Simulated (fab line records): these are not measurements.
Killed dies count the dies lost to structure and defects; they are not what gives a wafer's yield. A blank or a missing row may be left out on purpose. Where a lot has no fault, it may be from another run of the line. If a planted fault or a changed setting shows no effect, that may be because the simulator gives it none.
Matching of chambers :: flow nand_harc :: 3 sister chambers for NHARC_A_CHANNEL_HOLE_D1_DEP_01 on pecvd-03
The step deposits SiON, target thk 140 nm. 14 wafers are shown with their chamber, then 7 later ones without.

## WAFERS WITH THEIR CHAMBER
wafer: L326.2
chamber: 0
showerhead_vpp_V (V): 1129
heater_power_w (W): 715

wafer: L326.3
chamber: 1
showerhead_vpp_V (V): 1163
heater_power_w (W): 636

wafer: L326.6
chamber: 0
showerhead_vpp_V (V): 1138
heater_power_w (W): 573

wafer: L332.1
chamber: 2
showerhead_vpp_V (V): 1169
heater_power_w (W): 758

wafer: L332.5
chamber: 0
showerhead_vpp_V (V): 1151
heater_power_w (W): 701

wafer: L332.6
chamber: 1
showerhead_vpp_V (V): 1164
heater_power_w (W): 674

wafer: L338.3
chamber: 2
showerhead_vpp_V (V): 1148
heater_power_w (W): 664

wafer: L338.5
chamber: 0
showerhead_vpp_V (V): 1158
heater_power_w (W): 621

wafer: L338.6
chamber: 2
showerhead_vpp_V (V): 1138
heater_power_w (W): 679

wafer: L342.2
chamber: 1
showerhead_vpp_V (V): 1159
heater_power_w (W): 624

wafer: L342.4
chamber: 2
showerhead_vpp_V (V): 1171
heater_power_w (W): 653

wafer: L342.6
chamber: 1
showerhead_vpp_V (V): 1201
heater_power_w (W): 646

wafer: L344.1
chamber: 0
showerhead_vpp_V (V): 1139
heater_power_w (W): 702

wafer: L344.3
chamber: 1
showerhead_vpp_V (V): 1173
heater_power_w (W): 721

SIGNATURES (means of the wafers above)
reading: showerhead_vpp_V
chamber 0: 1143.00
chamber 1: 1172.00
chamber 2: 1156.50
scatter within a chamber: 15

reading: heater_power_w
chamber 0: 662.40
chamber 1: 660.20
chamber 2: 688.50
scatter within a chamber: 50.7
Rule: for a wafer and a chamber, the distance is found by dividing, reading by reading, the gap between the wafer's reading and the chamber's mean by the reading's scatter, squaring, summing and taking the root. If the next closest chamber is less than 2 further off than the closest, the wafer can't be placed; otherwise it belongs to the closest. The scatter: the root of (the sum of the squares of (reading less its chamber's mean) over the shown wafers, divided by (wafers less chambers)).

## WAFERS MISSING THEIR CHAMBER
wafer: L344.4
showerhead_vpp_V (V): 1150
heater_power_w (W): 733

wafer: L345.1
showerhead_vpp_V (V): 1175
heater_power_w (W): 624

wafer: L345.4
showerhead_vpp_V (V): 1153
heater_power_w (W): 617

wafer: L345.6
showerhead_vpp_V (V): 1119
heater_power_w (W): 614

wafer: L346.1
showerhead_vpp_V (V): 1165
heater_power_w (W): 679

wafer: L346.2
showerhead_vpp_V (V): 1161
heater_power_w (W): 708

wafer: L346.5
showerhead_vpp_V (V): 1165
heater_power_w (W): 720

## WHICH CHAMBER EACH ONE RAN IN
wafer: L344.4
from the rows above: can't be placed: 2 or 0 or 1
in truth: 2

wafer: L345.1
from the rows above: can't be placed: 1 or 2 or 0
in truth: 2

wafer: L345.4
from the rows above: can't be placed: 0 or 2 or 1
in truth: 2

wafer: L345.6
from the rows above: can't be placed: 0 or 2 or 1
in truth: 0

wafer: L346.1
from the rows above: can't be placed: 1 or 2 or 0
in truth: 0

wafer: L346.2
from the rows above: can't be placed: 2 or 1 or 0
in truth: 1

wafer: L346.5
from the rows above: can't be placed: 2 or 1 or 0
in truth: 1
Correctly placed: 0 of 7. These rows do not allow placing 7 (true chamber among the candidates in 7). 0 placed wrongly.
